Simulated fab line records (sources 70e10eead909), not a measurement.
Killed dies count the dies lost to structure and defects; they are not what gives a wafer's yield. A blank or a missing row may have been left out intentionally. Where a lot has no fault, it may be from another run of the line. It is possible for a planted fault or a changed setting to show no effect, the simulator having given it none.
Which tool is to blame? ; flow nand_harc ; Sampling: 24 lots, 72 wafers, 6 of 1302 route steps

## WHAT THE GAUGES SHOWED, per wafer
NHARC_A_BONDPAD_THK_MEAS_30: measures by ellipsometry. Usual: 199.8 nm for thk_nm, sd 2.1.
lot;measured;on;thk_nm (nm);flag
L076;day 23 09:19;film_metro-01;201.6 199.4 199.7;
L074;day 23 10:16;film_metro-01;204.9 198.3 204.3;
L075;day 23 12:24;film_metro-02;205.3 203.6 200.3;
L077;day 24 20:20;film_metro-02;199.2 198.7 199.3;
L079;day 24 22:47;film_metro-01;201.1 198.7 199.6;
L078;day 25 01:27;film_metro-02;197.6 198.1 196.9;
L080;day 25 17:55;film_metro-02;199.7 197.5 197.1;
L081;day 26 16:42;film_metro-02;200.8 198.4 200.2;
L083;day 26 23:51;film_metro-01;201.7 203.0 201.8;
L082;day 27 00:14;film_metro-02;198.0 198.7 198.9;
L084;day 27 00:39;film_metro-02;198.8 198.9 198.6;
L085;day 27 13:32;film_metro-01;198.3 197.7 197.8;
L086;day 27 15:35;film_metro-01;202.6 198.9 197.4;
L088;day 28 16:04;film_metro-02;199.6 195.5 197.0;
L089;day 28 17:55;film_metro-01;200.3 199.2 204.8;
L087;day 28 23:27;film_metro-01;195.4 199.2 197.9;
L091;day 30 07:57;film_metro-01;199.6 201.6 199.8;
L092;day 30 10:43;film_metro-01;201.1 197.9 199.3;
L090;day 30 15:09;film_metro-02;202.3 203.3 202.0;
L093;day 31 01:11;film_metro-01;201.6 200.4 198.5;
L097;day 32 04:38;film_metro-02;198.9 202.8 202.3;
L094;day 32 09:47;film_metro-02;202.4 203.0 200.0;
L095;day 32 10:17;film_metro-02;200.3 199.1 200.3;
L096;day 32 15:41;film_metro-02;201.5 200.9 200.1;

NHARC_A_BONDPAD_CD_MEAS_13. Usual: 500 nm for cd_nm, sd 3.3.
lot;measured;on;cd_nm (nm);flag
L076;day 23 10:24;cd_sem-02;504 503 499;
L074;day 23 11:25;cd_sem-03;506 502 505;
L075;day 23 13:23;cd_sem-02;498 498 501;
L077;day 24 21:20;cd_sem-03;495 495 498;
L079;day 24 23:55;cd_sem-02;499 500 499;
L078;day 25 02:28;cd_sem-03;498 497 501;
L080;day 25 19:00;cd_sem-02;499 500 499;
L081;day 26 17:40;cd_sem-03;497 498 497;
L083;day 27 00:57;cd_sem-03;504 504 501;
L082;day 27 01:20;cd_sem-03;505 506 502;
L084;day 27 01:44;cd_sem-01;499 500 491;
L085;day 27 15:10;cd_sem-02;497 498 497;
L086;day 27 16:41;cd_sem-03;502 504 504;
L088;day 28 17:02;cd_sem-03;498 497 497;
L089;day 28 19:01;cd_sem-02;503 496 494;
L087;day 29 00:33;cd_sem-03;497 500 499;
L091;day 30 09:02;cd_sem-02;499 496 498;
L092;day 30 11:44;cd_sem-01;495 498 498;
L090;day 30 16:15;cd_sem-03;502 505 502;
L093;day 31 02:09;cd_sem-01;500 498 500;
L097;day 32 05:44;cd_sem-01;504 505 504;
L094;day 32 10:53;cd_sem-02;501 500 497;
L095;day 32 11:23;cd_sem-02;500 501 499;
L096;day 32 16:47;cd_sem-02;497 494 497;

NHARC_THIN_TSV_THK_MEAS_02: measures by ir. Usual: 3007 nm for thk_nm, sd 230.
lot;measured;on;thk_nm (nm);flag
L076;day 24 01:53;film_metro-01;3103 2978 2775;
L074;day 24 00:43;film_metro-02;3067 3159 3040;
L075;day 24 05:02;film_metro-02;3070 3084 3359;
L077;day 25 13:00;film_metro-01;2895 2967 2942;
L079;day 25 11:47;film_metro-02;2666 2649 2716;
L078;day 25 16:46;film_metro-01;3165 3394 3338;
L080;day 26 09:42;film_metro-01;3569 3345 3318;
L081;day 27 07:14;film_metro-01;3245 3234 2908;
L083;day 27 14:21;film_metro-01;2824 2766 2641;
L082;day 27 15:34;film_metro-02;2946 2902 2915;
L084;day 27 16:46;film_metro-01;3301 3264 3152;
L085;day 28 05:53;film_metro-02;2686 3001 2849;
L086;day 28 04:42;film_metro-02;2584 3095 3042;
L088;day 29 06:50;film_metro-02;3153 3101 3301;
L089;day 29 08:02;film_metro-01;3204 3194 3057;
L087;day 29 15:29;film_metro-02;3128 3219 2903;
L091;day 31 03:01;film_metro-02;3021 3029 2822;
L092;day 31 01:49;film_metro-02;2618 2677 2578;
L090;day 31 06:08;film_metro-02;3171 2888 2911;
L093;day 32 01:29;film_metro-01;3031 3226 2989;
L097;day 32 19:09;film_metro-01;2885 3378 3170;
L094;day 33 00:02;film_metro-01;2957 2776 3093;
L095;day 33 01:14;film_metro-01;2854 2896 2772;
L096;day 33 08:56;film_metro-01;3051 2587 3082;

NHARC_THIN_TSV_CD_MEAS_12: target cd 1000 nm. Usual: 1000.3 nm for cd_nm, sd 2.8.
lot;measured;on;cd_nm (nm);flag
L076;day 24 02:57;cd_sem-02;1002.7 1000.8 999.0;
L074;day 24 01:53;cd_sem-01;1004.6 1004.4 1006.5;
L075;day 24 06:05;cd_sem-03;996.1 1003.1 1002.4;
L077;day 25 14:04;cd_sem-01;999.0 1004.1 1003.8;
L079;day 25 12:43;cd_sem-01;1001.0 999.8 994.1;
L078;day 25 17:41;cd_sem-02;999.1 994.3 998.4;
L080;day 26 10:45;cd_sem-01;997.5 998.0 998.2;
L081;day 27 08:09;cd_sem-01;1000.3 1003.8 1005.0;
L083;day 27 15:17;cd_sem-02;1001.9 1002.0 999.6;
L082;day 27 16:29;cd_sem-02;1000.1 998.8 1002.0;
L084;day 27 17:50;cd_sem-02;999.9 998.3 1000.2;
L085;day 28 06:59;cd_sem-01;1000.2 995.8 993.5;
L086;day 28 05:49;cd_sem-01;999.7 1000.8 998.9;
L088;day 29 07:56;cd_sem-02;1002.7 999.8 996.2;
L089;day 29 09:00;cd_sem-03;1002.8 1005.3 999.8;
L087;day 29 16:25;cd_sem-03;1001.7 1001.2 1005.1;
L091;day 31 04:04;cd_sem-03;997.9 997.6 998.2;
L092;day 31 02:52;cd_sem-02;996.8 1000.3 998.3;
L090;day 31 07:05;cd_sem-02;1002.4 1004.6 1005.4;
L093;day 32 02:32;cd_sem-02;1006.8 1002.9 1004.5;
L097;day 32 20:13;cd_sem-03;995.0 1001.9 999.3;
L094;day 33 00:57;cd_sem-01;1000.9 1000.2 998.4;
L095;day 33 02:19;cd_sem-03;998.6 998.6 999.6;
L096;day 33 10:02;cd_sem-03;999.9 999.9 1000.7;

## EACH LOT AND THE TOOL THAT RAN IT (in order: tool; ch and the chambers of the sampled wafers; start)
lot;NHARC_A_BONDPAD_DEP_00;NHARC_A_BONDPAD_DEGAS_25
L076;pecvd-02 ch 0,1,2, day 23 08:42;pvd_sputter-03, day 23 11:02
L074;pecvd-01 ch 0,1,2, day 23 09:40;pvd_sputter-03, day 23 12:04
L075;pecvd-01 ch 0,2, day 23 11:44;pvd_sputter-01, day 23 14:01
L077;pecvd-03 ch 0,1, day 24 19:43;pvd_sputter-03, day 24 22:01
L079;pecvd-02 ch 0,1, day 24 22:10;pvd_sputter-03, day 25 00:34
L078;pecvd-03 ch 0,2, day 25 01:27 or earlier;pvd_sputter-01, day 25 03:05
L080;pecvd-01 ch 1,2, day 25 17:17;pvd_sputter-01, day 25 19:40
L081;pecvd-02 ch 0,1,2, day 26 16:05;pvd_sputter-01, day 26 18:19
L083;pecvd-01 ch 0,1,2, day 26 23:51 or earlier;pvd_sputter-03, day 27 01:34
L082;pecvd-02 ch 0,1,2, day 26 23:35;pvd_sputter-02, day 27 01:58
L084;pecvd-01 ch 1,2, day 26 23:59;pvd_sputter-01, day 27 02:22
L085;pecvd-02 ch 0,1,2, day 27 13:01;pvd_sputter-01, day 27 15:52
L086;pecvd-01 ch 0,1,2, day 27 14:58;pvd_sputter-01, day 27 17:22
L088;pecvd-01 ch 0,1,2, day 28 15:26;pvd_sputter-01, day 28 17:41
L089;pecvd-01 ch 1,2, day 28 17:18;pvd_sputter-03, day 28 19:40
L087;pecvd-03 ch 0,1, day 28 23:27 or earlier;pvd_sputter-03, day 29 01:14
L091;pecvd-03 ch 0,2, day 30 07:17;pvd_sputter-01, day 30 09:43
L092;pecvd-01 ch 0,1,2, day 30 10:07;pvd_sputter-02, day 30 12:22
L090;pecvd-03 ch 0,1,2, day 30 14:38;pvd_sputter-01, day 30 16:53
L093;pecvd-01 ch 0,1, day 31 01:11 or earlier;pvd_sputter-01, day 31 02:47
L097;pecvd-02 ch 0,1,2, day 32 03:59;pvd_sputter-03, day 32 06:22
L094;pecvd-02 ch 1,2, day 32 09:08;pvd_sputter-01, day 32 11:32
L095;pecvd-01 ch 0,2, day 32 09:38;pvd_sputter-03, day 32 12:01
L096;pecvd-01 ch 1,2, day 32 15:01;pvd_sputter-03, day 32 17:26
- NHARC_A_BONDPAD_DEP_00: deposits SiCN, target thk 250 nm.
- NHARC_A_BONDPAD_DEGAS_25: time 60 s.

## AS READ BY THE TOOLS THEMSELVES (means over the sampled wafers that have a number; for cases with no such wafer, the mark the record gives instead)
NHARC_A_BONDPAD_DEP_00. Usual: 576 W for heater_power_w, sd 65.
lot;tool;heater_power_w (W);flag
L076;pecvd-02;547;
L074;pecvd-01;603;
L075;pecvd-01;611;
L077;pecvd-03;548;
L079;pecvd-02;529;
L078;pecvd-03;520;
L080;pecvd-01;611;
L081;pecvd-02;529;
L083;pecvd-01;599;
L082;pecvd-02;539;
L084;pecvd-01;544;
L085;pecvd-02;569;
L086;pecvd-01;603;
L088;pecvd-01;600;
L089;pecvd-01;583;
L087;pecvd-03;531;
L091;pecvd-03;526;
L092;pecvd-01;585;
L090;pecvd-03;524;
L093;pecvd-01;599;
L097;pecvd-02;561;
L094;pecvd-02;480;
L095;pecvd-01;620;
L096;pecvd-01;624;

NHARC_A_BONDPAD_DEGAS_25. Usual: 448 W for heater_power_w, sd 42.
lot;tool;heater_power_w (W);flag
L076;pvd_sputter-03;423;
L074;pvd_sputter-03;470;
L075;pvd_sputter-01;445;
L077;pvd_sputter-03;453;
L079;pvd_sputter-03;425;
L078;pvd_sputter-01;443;
L080;pvd_sputter-01;442;
L081;pvd_sputter-01;434;
L083;pvd_sputter-03;410;
L082;pvd_sputter-02;493;
L084;pvd_sputter-01;442;
L085;pvd_sputter-01;444;
L086;pvd_sputter-01;452;
L088;pvd_sputter-01;447;
L089;pvd_sputter-03;445;
L087;pvd_sputter-03;446;
L091;pvd_sputter-01;460;
L092;pvd_sputter-02;449;
L090;pvd_sputter-01;433;
L093;pvd_sputter-01;429;
L097;pvd_sputter-03;464;
L094;pvd_sputter-01;434;
L095;pvd_sputter-03;482;
L096;pvd_sputter-03;424;

## THE ANSWER, worked out from the rows above alone
Rule: a lot is off if the mean of its wafers that have a number lies more than 3 standard deviations from the usual mean. A lot without any number at a reading at which 4 lots or more have one is off too. Any other lot the step has rows for is counted as sound. First the gauges in route order, then the tools' own readings, where a lot's mean is used as printed above. The first step at which some lot is off is used, and at that step the reading that is off furthest; a lot without a number counts as furthest.
No lot is off at any reading shown: from this, nothing can be told.

## WHAT WAS PUT IN BY THE SIMULATOR
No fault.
